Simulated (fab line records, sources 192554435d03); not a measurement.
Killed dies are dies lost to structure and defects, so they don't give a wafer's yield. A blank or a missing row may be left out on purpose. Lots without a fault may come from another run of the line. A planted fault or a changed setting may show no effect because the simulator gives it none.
fab line records | flow n5_finfet
record lots=3 wafers=9 last_day=19
route steps=1938 shown BEOL_M15@1819 PASS1_DEP@1831 MIM_BOT@1832 MIM_TOP@1834 MIM_TOP_LITHO@1839 MIM_TOP_ETCH@1851 MIM_BOT_LITHO@1854 MIM_BOT_ETCH@1868 PASSIVATION@1936
lots that met no fault: from a run of the same line without faults
start_h: hours from the record's first day to the start of the lot's first wafer shown | wait_h: hours since the lot's step before | " the same as in the row above | L1.1+2: a row that stands for several wafers | - no value, or no start given | * or withheld: withheld | < > ~ a bound
route shown NAME@n: a module of which the file shows steps, and the number in the route of the first | usual: mean/standard deviation of fault-free wafers | same: alike in all rows | chamber/n: place in a boat | sites: the reading at each site | _std_site: their standard deviation | _edge_site: outer sites' mean less inner sites' | radius_mm: how far each site lies from the wafer's centre | mask NAME#n: copy n | behind: the tool/chamber that last shaped the wafer | hold: why the lot was held/for how many hours/how that ended | device: the transistor (n, p or np) that didn't switch | end of line: the same wafers' tests at the end of the route | a step without rows: its recipe alone | killed: dies lost to structure and defects at the first sort, not the wafer's yield | map: a wafer's dies, x killed, . not, _ none there
set.NAME: the setting as run; set.NAME@STEP: as run at that earlier step | model.NAME: the simulator's own value behind a step, which no gauge read
lots at some steps of the route; a table a step, a row a wafer
services: from which hour (start_h, from the record's first day; less than 0 if before it) a tool's chamber was out of use, for how many hours, and why
## steps
# step N5_BEOL_M15_SPUTTER_43
# recipe material=TaN target_thk_a=150 temp_c=50 bias_v=168.6 power_w=15000 chamber_pressure_pa=0.12 time_s=24.19
# step N5_BEOL_M15_SPUTTER_44
# recipe material=Ta target_thk_a=150 temp_c=50 bias_v=80 power_w=15000 chamber_pressure_pa=0.07 time_s=24.19
# step N5_BEOL_M15_SPUTTER_45
# recipe material=Cu target_thk_a=1000 temp_c=-20 bias_v=60 power_w=26000 chamber_pressure_pa=0.13 time_s=16.67
# step N5_BEOL_M15_ECD_47
# recipe material=Cu target_thk_a=18600
# step N5_BEOL_M15_ANNEAL_48
# recipe temp_c=225 time_s=90 ambient=N2
# step N5_BEOL_M15_CMP_49
# recipe stop_on=SiO2 t_overpolish_s=4.9 down_force_psi=2 platen_rpm=80 clearing_platen_down_force_psi=2 clearing_platen_rpm=80 post_cmp_clean=cu_alkaline target_thk_nm=850 clearing_platen_pad_velocity_m_s=1.5917 pad_velocity_m_s=1.5917
# step N5_BEOL_M15_PRE_CLEAN_52
# recipe gas=NH3 time_s=15 temp_c=withheld rf_power_w=300
# step N5_BEOL_M15_DEP_53
# recipe material=SiCN target_thk_a=500 temp_c=withheld precursor=3MS/NH3 pressure_torr=3 rf_w=675 time_s=17.8
# step N5_PASSIVATION_PECVD_00
# recipe material=SiO2 target_thk_a=2000 temp_c=400 precursor=SiH4/N2O pressure_torr=2.7 rf_w=608 time_s=11.2
# usual heater_power_w=701/87 showerhead_plenum_p_Torr=8.12/0.091 throttle_valve_pct=51.7/2.8
# columns lot.wafer tool chamber start_h wait_h heater_power_w showerhead_plenum_p_Torr since_wet_clean_h throttle_valve_pct model.SiO2_of_PASSIVATION_PECVD_00.thk_nm
L603.2 pecvd-03 1 319.44 0.7 689 8.02 1567 55.0 154.6
L603.5 " 1 " " 704 8.02 - 54.9 206
L603.6 " 2 " " 748 8.16 - 48.4 154.6
L616.2 pecvd-04 0 415.93 0.7 798 8.04 1482 48.7 198.4
L616.4 " 0 " " 812 8.01 - 48.5 203.2
L616.5 " 1 " " 655 8.05 - 50.1 202
L620.1 pecvd-03 2 438.47 0.8 755 8.17 207 49.4 199.8
L620.3 " 0 " " 661 8.10 961 56.5 195.8
L620.4 " 2 " " 764 8.18 - 49.8 198.6
# step N5_MIM_BOT_DEGAS_01
# recipe ambient=vacuum temp_c=300 time_s=60
# step N5_MIM_BOT_SPUTTER_00
# recipe material=TiN target_thk_a=350 temp_c=200 power_w=3000 chamber_pressure_pa=0.49996 gas=Ar reactive_partial_pa=0.37997 time_s=89.7
# step N5_MIM_TOP_ALD_00
# recipe material=Al2O3 target_thk_a=* temp_c=withheld ald_precursor_family=TMA ald_co_reactant=O3 pulse_time_s=withheld purge_time_s=3 co_reactant_purge_time_s=withheld co_reactant_pulse_time_s=3 ald_cycles=withheld
# step N5_MIM_TOP_ALD_01
# recipe material=HfO2 target_thk_a=56 temp_c=withheld ald_precursor_family=Hf-amide ald_co_reactant=O3 pulse_time_s=1 purge_time_s=3 co_reactant_purge_time_s=2 co_reactant_pulse_time_s=3 ald_cycles=62
# step N5_MIM_TOP_ALD_02
# recipe material=Al2O3 target_thk_a=* temp_c=withheld ald_precursor_family=TMA ald_co_reactant=O3 pulse_time_s=withheld purge_time_s=3 co_reactant_purge_time_s=withheld co_reactant_pulse_time_s=3 ald_cycles=withheld
# step N5_MIM_TOP_DEGAS_04
# recipe ambient=vacuum temp_c=300 time_s=60
# step N5_MIM_TOP_SPUTTER_03
# recipe material=TiN target_thk_a=350 temp_c=200 power_w=3000 chamber_pressure_pa=0.49996 gas=Ar reactive_partial_pa=0.37997 time_s=89.7
# step N5_MIM_TOP_LITHO_HMDS_01
# recipe time_s=60 temp_c=120
# step N5_MIM_TOP_LITHO_COAT_02
# recipe spin_rpm=* resist_thk_nm=*
# step N5_MIM_TOP_LITHO_EBR_04
# recipe solvent=PGMEA ebr_width_mm=1.5
# step N5_MIM_TOP_LITHO_SOFTBAKE_03
# recipe temp_c=100 time_s=90
# step N5_MIM_TOP_LITHO_EXPOSE_05
# recipe mask_id=MIM_TOP na=0.55 source_shape=conventional sigma_outer=0.8 polarization=unpolarized target_cd_nm=2000 dose_mj=20.5
# step N5_MIM_TOP_LITHO_PEB_06
# recipe peb_temp_c=withheld peb_time_s=*
# step N5_MIM_TOP_LITHO_DEVELOP_07
# recipe develop_time_s=60 rinse_liquid=diw dry=air_spin dev_temp_c=21
# step N5_MIM_TOP_LITHO_HARDBAKE_09
# recipe temp_c=130 time_s=120
# step N5_MIM_TOP_LITHO_DESCUM_10
# recipe chemistry=O2 time_s=7.9 source_power_w=50 bias_power_w=20 pressure_mtorr=20 rf_frequency_hz=2.712e+07 temp_c=40 o2_flow_sccm=225
# step N5_MIM_TOP_ETCH_ETCH_00
# recipe chemistry=Cl2/BCl3 target=TiN target_depth_a=385 ion_energy_ev=150 pressure_mtorr=10 icp_w=1000 bias_w=126 Cl2_flow_sccm=53.25 bcl3_flow_sccm=21.75 Ar_flow_sccm=25
# step N5_MIM_TOP_ETCH_STRIP_01
# recipe chemistry=O2 power_w=600 temp_c=60 pressure_mtorr=30 rf_frequency_hz=6e+07 bias_power_w=0 overash_fraction=0.5 o2_flow_sccm=225
# step N5_MIM_TOP_ETCH_PECVD_03
# recipe material=SiNx target_thk_a=200 temp_c=400 precursor=SiH4/NH3/N2 pressure_torr=1.5 rf_w=300 time_s=17.6
# step N5_MIM_BOT_LITHO_HMDS_01
# recipe time_s=60 temp_c=120
# step N5_MIM_BOT_LITHO_COAT_02
# recipe spin_rpm=* resist_thk_nm=*
# step N5_MIM_BOT_LITHO_EBR_04
# recipe solvent=PGMEA ebr_width_mm=1.5
# step N5_MIM_BOT_LITHO_SOFTBAKE_03
# recipe temp_c=100 time_s=90
# step N5_MIM_BOT_LITHO_EXPOSE_05
# recipe mask_id=MIM_BOT na=0.55 source_shape=conventional sigma_outer=0.8 polarization=unpolarized dose_mj=24.25
# step N5_MIM_BOT_LITHO_PEB_06
# recipe peb_temp_c=withheld peb_time_s=*
# step N5_MIM_BOT_LITHO_DEVELOP_07
# recipe develop_time_s=60 rinse_liquid=diw dry=air_spin dev_temp_c=21
# step N5_MIM_BOT_ETCH_ETCH_00
# recipe chemistry=Cl2/BCl3 target=TiN target_depth_a=455 ion_energy_ev=150 pressure_mtorr=10 icp_w=1000 bias_w=126 Cl2_flow_sccm=53.25 bcl3_flow_sccm=21.75 Ar_flow_sccm=25
# usual drypump_motor_current_A=5.7/0.4 oes_product_au=0.80/0.11 throttle_valve_pct=21.79/0.2
# columns lot.wafer tool chamber start_h wait_h drypump_motor_current_A oes_product_au rf_hours_counter_h throttle_valve_pct model.SiO2_of_PASSIVATION_PECVD_00.thk_nm
L603.2 rie_metal-03 1 323.31 0.1 6.2 0.85 21 21.65 152.2
L603.5 " 0 " " 5.4 0.63 - 21.92 203.4
L603.6 " 1 " " 6.2 0.84 - 21.64 152
L616.2 rie_metal-03 0 421.16 0.1 5.4 0.91 7 21.99 195.8
L616.4 " 1 " " 6.2 0.80 - 21.68 200.6
L616.5 " 0 " " 5.4 0.92 - 22.00 199.2
L620.1 rie_metal-01 0 442.60 0.1 5.9 0.88 10 21.71 197.2
L620.3 " 0 " " 6.0 0.88 - 21.70 193.2
L620.4 " 0 " " 5.9 0.88 - 21.71 196.2
# step N5_PASSIVATION_PROBE_49
# usual defect_limited_yield=91.0/1.4 killed_at_M0_to_M3=34/10 killed_at_M4_up=15/5.5 killed_at_contacts=12/6.1 killed_at_front_end=41/12 killed_at_other=4/3.4 killed_dies=106/17 killed_open=70/13 killed_short=34/7.4 sort_bin_5_function=5.3/1 sort_bin_6_memory=3.4/0.69 sort_n_pass=1073/17 sort_yield_pct=91.0/1.4
# same gross_dies=1180 killed_at_back_side=0 sort_bin_4_leakage[%]=0 sort_bin_8_speed[%]=0
# columns lot.wafer tool chamber start_h wait_h defect_limited_yield[%] killed_at_M0_to_M3 killed_at_M4_up killed_at_contacts killed_at_front_end killed_at_other killed_dies killed_open killed_short sort_bin_5_function[%] sort_bin_6_memory[%] sort_n_pass sort_yield_pct[%]
L603.2 prober-02 - 333.11 0.1 92.5 34 10 16 26 3 89 65 23 4.2 3.2 1091 92.5
L603.5 prober-02 - 333.26 0.2 91.8 52 9 7 25 4 97 71 26 5.0 3.0 1083 91.8
L603.6 prober-02 - 333.31 0.3 90.7 50 8 13 36 3 110 64 46 5.3 3.6 1070 90.7
# killed by level:class
L603.2 MOL_CONTACT_COAG:geometric_particle:open=14 BEOL_M0_SAQP:geometric_particle:short=8 BEOL_M0_SAQP:geometric_particle:open=7 FIN_SAQP:geometric_particle:open=6 BEOL_M2:geometric_particle:open=6 STI_FIN_REVEAL:geometric_particle:open=5 DUMMY_GATE:geometric_particle:open=5 BEOL_M6:geometric_particle:open=5
L603.5 BEOL_M0_SAQP:geometric_particle:open=14 BEOL_M1:geometric_particle:open=10 BEOL_M2:geometric_particle:open=8 STI_FIN_REVEAL:geometric_particle:open=7 MOL_CONTACT_COAG:geometric_particle:open=7 BEOL_M0_SAQP:geometric_particle:short=6 BEOL_M4:geometric_particle:open=6 FIN_SAQP:geometric_particle:open=5
L603.6 BEOL_M0_SAQP:geometric_particle:short=15 BEOL_M0_SAQP:geometric_particle:open=9 MOL_CONTACT_COAG:geometric_particle:open=8 FIN_SAQP:geometric_particle:open=7 BEOL_M3:geometric_particle:open=7 STI_FIN_REVEAL:geometric_particle:open=6 MOL_CONTACT_COAG:geometric_particle:short=5 BEOL_M2:geometric_particle:open=5
## services
# columns tool chamber start_h hours kind
pecvd-04 - 309.12 3.2 repair
rie_metal-03 0 330.52 - clean
rie_metal-03 0 330.52 30.1 scheduled_down
rie_metal-03 0 330.52 30.1 vent_cycle
rie_metal-01 0 331.02 - clean
rie_metal-01 0 331.02 19.8 scheduled_down
rie_metal-01 0 331.02 19.8 vent_cycle
pecvd-03 - 332.55 0.9 repair
pecvd-03 - 334.37 1.9 repair
pecvd-04 0 346.67 22.1 repair
pecvd-04 1 346.77 2.1 scheduled_down
rie_metal-03 - 353.49 6.1 repair
pecvd-03 2 356.17 2.1 scheduled_down
pecvd-04 1 383.62 - clean
pecvd-04 1 383.62 - consumable_replace:showerhead
pecvd-04 1 383.62 29.0 scheduled_down
pecvd-04 1 383.62 29.0 vent_cycle
pecvd-04 2 391.97 5.5 scheduled_down
rie_metal-01 1 423.56 - clean
pecvd-04 2 430.58 5.1 repair
rie_metal-01 0 430.75 5.8 repair
## key
first_sign none at tools or gauges
model_effect step=N5_PASSIVATION_PECVD_00 value=SiO2_of_PASSIVATION_PECVD_00.thk_nm without=200.9 struck=154.6
model_effect step=N5_MIM_BOT_ETCH_ETCH_00 value=SiO2_of_PASSIVATION_PECVD_00.thk_nm without=198.3 struck=152.1
met_at N5_PASSIVATION_PECVD_00
struck_wafers L603.2,L603.6
fault kind=process_parameter_drift tool=pecvd-03 chamber=- onset_h=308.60 steps=N5_PASSIVATION_PECVD_00 channel=time_s offset=* shape=step end_h=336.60 scope=struck_wafers_only acts_in=* stated=*
